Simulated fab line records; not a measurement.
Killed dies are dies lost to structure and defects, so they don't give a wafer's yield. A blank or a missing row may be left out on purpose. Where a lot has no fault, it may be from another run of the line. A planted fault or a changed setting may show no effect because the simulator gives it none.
Struck lot and sound lot, side by side ; flow nand_harc ; 40 steps out of a route of 1302
Sound: wafers L307.1, L307.2, L307.6. Struck: wafers L300.4, L300.5 (left out: L300.2, a lot-mate that was not struck); the cause follows at the end.
Each step with rows lists, per side, the tool, then ch with its chambers, then its first start. Under that, the readings that differ: sound wafers ; struck wafers ; difference of the means ; sigmas: that difference in standard deviations of wafers without a fault.
alike: words and numbers the same on both sides, and readings whose means are apart by under 2 such deviations; not compared: readings that were withheld, readings missing a value for some wafer, numbers with overlapping values and no deviation given by the record, and bounds like >300 which may hide the same value.
Wherever a step has rows on one side only, a row that says differs or no value, or a row with sigmas, the two part there. Non-overlapping numbers with no deviation appear without sigmas and do not part them. A reading missing from all wafers of one side parts the sides only when that side holds two or more wafers.

first, 4 steps without rows for these wafers: NHARC_A_BLC_DESCUM_15 (chemistry O2, time 3 s); NHARC_A_BLC_ETCH_16 (etches the open film in CF4, target depth 39 nm, time 65 s); NHARC_A_BLC_ETCH_17 (etches the open film in N2/H2, target depth 390 nm, time 609.38 s); NHARC_A_BLC_ETCH_18 (etches the open film in C4F8/O2/Ar, target depth 910 nm).
NHARC_A_BLC_CD_MEAS_19:
  sound on cd_sem-02, day 30 17:50; struck on cd_sem-02, day 27 15:58
  alike: cd_nm
then, 6 steps without rows for these wafers: NHARC_A_BLC_STRIP_29 (strips in CF4); NHARC_A_BLC_STRIP_21 (strips in O2); NHARC_A_BLC_STRIP_22 (strips in post etch residue remover, time 600 s); NHARC_A_BLC_DEGAS_30 (time 60 s); NHARC_A_BLC_PRE_CLEAN_31 (time 15 s); NHARC_A_BLC_PVD_32 (deposits Ti, target thk 5 nm, time 17.7 s).
NHARC_A_BLC_ALD_23: deposits TiN, target thk 3 nm, pulse time 1 s, ald cycles 150.
  sound on ald_metal-01 ch 2,3, day 30 18:43; struck on ald_metal-02 ch 1, day 27 16:50
  alike: heater_power_w, precursor_pulse_height_rel
  not compared: since_wet_clean_h
NHARC_A_BLC_CVD_24: deposits W, target thk 150 nm, time 434 s.
  sound on cvd_w-01 ch 0,1, day 30 18:56; struck on cvd_w-01 ch 0, day 27 17:06
  alike: heater_power_w, throttle_valve_pct
  not compared: since_wet_clean_h
then, 12 steps without rows for these wafers: NHARC_A_BLC_CMP_25 (polishes, t overpolish 30 s, target thk 150 nm); NHARC_A_BLC_SRD_27; NHARC_A_M0_DEP_00 (deposits SiOC, target thk 150 nm); NHARC_A_M0_DEHYDRATE_01 (time 120 s); NHARC_A_M0_HMDS_02 (time 30 s); NHARC_A_M0_COAT_33 (time 65 s); NHARC_A_M0_COAT_03 (resist thk 90 nm); NHARC_A_M0_SOFTBAKE_04 (time 55 s); NHARC_A_M0_EBR_05; NHARC_A_M0_EXPOSE_06 (exposes mask A M0, target cd 80 nm); NHARC_A_M0_PEB_07 (peb time 65 s); NHARC_A_M0_DEVELOP_08 (develop time 35 s).
NHARC_A_M0_CD_MEAS_09: the cd target is 80 nm.
  sound on cd_sem-01 ch 0, day 30 20:46; struck on cd_sem-02 ch 0, day 27 18:44
  alike: cd_nm
NHARC_A_M0_OVL_MEAS_10: pitch 160 nm.
  sound on overlay-01, day 30 20:52; struck on overlay-02, day 27 18:49
  alike: overlay_x_nm, overlay_y_nm
then, 1 step without rows for these wafers: NHARC_A_M0_DESCUM_14 (chemistry O2, time 3 s).
NHARC_A_M0_ETCH_34: etches the open film in N2/H2, target depth 40 nm, overetch 12 nm, time 43.94 s.
  sound on rie_diel-08 ch 1,2, day 30 21:03; struck on rie_diel-08 ch 1, day 27 19:01
  alike: drypump_motor_current_A, oes_product_au, rf_vpp_V, showerhead_plenum_p_Torr, throttle_valve_pct
  not compared: rf_hours_counter_h
then, 1 step without rows for these wafers: NHARC_A_M0_ETCH_15 (etches the open film in C4F8/Ar, target depth 150 nm, overetch 15 nm, time 82.5 s).
NHARC_A_M0_CD_MEAS_16:
  sound on cd_sem-02, day 30 21:16; struck on cd_sem-01, day 27 19:13
  alike: cd_nm
NHARC_A_M0_STRIP_18: strips in N2/H2.
  sound on rie_diel-01 ch 1,3, day 30 21:22; struck on rie_diel-13 ch 1,3, day 27 19:20
reading;sound;struck;difference;sigmas
showerhead_plenum_p_Torr (Torr);2.14 2.09 2.14;1.91 1.90;-0.22;-3
  alike: drypump_motor_current_A, oes_product_au, rf_vpp_V, throttle_valve_pct
  not compared: rf_hours_counter_h
then, 3 steps without rows for these wafers: NHARC_A_M0_STRIP_19 (strips in post etch residue remover, time 600 s); NHARC_A_M0_DEGAS_28 (time 60 s); NHARC_A_M0_PRE_CLEAN_29 (time 30 s).
NHARC_A_M0_PVD_20: deposits TaN, target thk 5 nm, time 8.06 s.
  sound on pvd_sputter-02; struck on pvd_sputter-01
  alike: throttle_valve_pct
then, 2 steps without rows for these wafers: NHARC_A_M0_PVD_21 (deposits Cu, target thk 30 nm, time 20.49 s); NHARC_A_M0_ECD_22 (material Cu, target thk 400 nm).
NHARC_A_M0_ANNEAL_30: time 90 s.
  sound on rtp_anneal-02 ch 0, day 30 22:37; struck on rtp_anneal-01 ch 0, day 27 20:37
reading;sound;struck;difference;sigmas
anneal_temp_c_max;226.2 226.1 225.7;226.9 226.9;+0.9;+2
  alike: wafer_temp_C_max
NHARC_END_SORT_01:
  only the struck wafers appear in the record here, on prober-02 ch 0 at day 29 14:22; the sound ones have no rows

== WHERE THEY PART ==
First at NHARC_A_M0_STRIP_18; last, within this record, at NHARC_END_SORT_01.

WHY: what the simulator had put in
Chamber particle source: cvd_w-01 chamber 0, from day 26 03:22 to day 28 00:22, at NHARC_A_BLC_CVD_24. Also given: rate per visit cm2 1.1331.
